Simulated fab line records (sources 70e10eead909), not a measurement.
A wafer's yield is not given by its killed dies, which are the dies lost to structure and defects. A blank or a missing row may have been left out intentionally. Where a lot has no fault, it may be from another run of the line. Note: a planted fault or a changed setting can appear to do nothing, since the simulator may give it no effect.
Problem report, 8D (eight disciplines) form, completed by code    flow nandHarc    the parts of the form that need people (team, actions taken, sign-off) are left out

## 1. WHAT WENT WRONG
Wafers without a fault read 38.4 s, standard deviation 2.1; timeToEndpointS at NHARC_P_CONTACT_CMP_24 reads a mean of 24.0 s on 4 wafers belonging to 2 lots. That is -6.9 standard deviations from the usual mean.
The step: polishes, t overpolish 30 s, target thk 200 nm.
First seen on wafer L164.4, day 14 21:35, on cmp-04. At this step, 39 wafers from 13 lots have a number in the record. By rule, "out" or "out of limits" means more than 4 standard deviations away from the usual mean. The other wafers with a number count as sound.

## 2. WHAT IT IS AND WHAT IT IS NOT
question                     is                              is not
which readings at this step  timeToEndpointS                 motorCurrentA
which lots                   L164, L165                      L143, L144, L145, L146, L147, L148, L151, L152, L153, L154, L166
which wafers of those lots   L164.4, L164.6, L165.4, L165.6  L164.5, L165.3
read on which tools          cmp-04                          cmp-02, cmp-03
when                         from day 14 21:35               up to then (31 sound wafers); but 4 sound wafers of L165, L166 came after

## 3. SUSPECTS, AND WHAT RULES EACH OUT
Counting: if a tool at a process step up to the reading ran every lot that is out, it stays a suspect. Sound lots after the first of them don't rule it out here, since some wafers of a struck lot are sound.
- plasmaAsher-01 at NHARC_P_GATE_STRIP_112 (strips in N2/H2, time 200 s): kept. Every lot that is out went through it, the first being L164 (day 14 13:02); the last sound lot it ran before that was L154 (day 10 04:56).
- cmp-04 at NHARC_P_CONTACT_CMP_24 (polishes, t overpolish 30 s, target thk 200 nm): kept. Every lot that is out went through it, the first being L164 (day 14 21:35); the last sound lot it ran before that was L153 (day 10 16:49). Its own readings are out on those wafers: timeToEndpointS.
After counting, plasmaAsher-01 at NHARC_P_GATE_STRIP_112 and cmp-04 at NHARC_P_CONTACT_CMP_24 remain.

## 4. THE CAUSE (what the simulator had put in)
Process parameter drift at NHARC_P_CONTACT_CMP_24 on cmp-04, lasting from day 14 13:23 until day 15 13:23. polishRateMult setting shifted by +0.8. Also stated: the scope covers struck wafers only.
Counting left 2 suspects, and this tool is among them.

## 5. THE EFFECT CHAIN, in route order
Each row: a reading where the mean over the struck wafers with a number is more than 3 standard deviations away from the usual. Readings are gone through only where the record gives a usual standard deviation; hours: the median, over the lots, of the time from a lot's start at the first step in this table giving one to that lot's start at this step; sigmas: the change measured in usual standard deviations.
hours  step                    reading          usual   on struck wafers  change  sigmas
0      NHARC_P_CONTACT_CMP_24  timeToEndpointS  38.4 s  24.0              -14.4   -6.9
Its process steps:
- NHARC_P_CONTACT_CMP_24: polishes, t overpolish 30 s, target thk 200 nm.
Later steps that measure or inspect, where all struck wafers having a row at the step show a number for every such reading and not one has moved that far: NHARC_P_CONTACT_INSPECT_27.

## 6. HOW IT WOULD HAVE BEEN CAUGHT EARLIER
In this record no reading fell out of limits until day 14 21:35, 8 hours after the fault had begun at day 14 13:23.
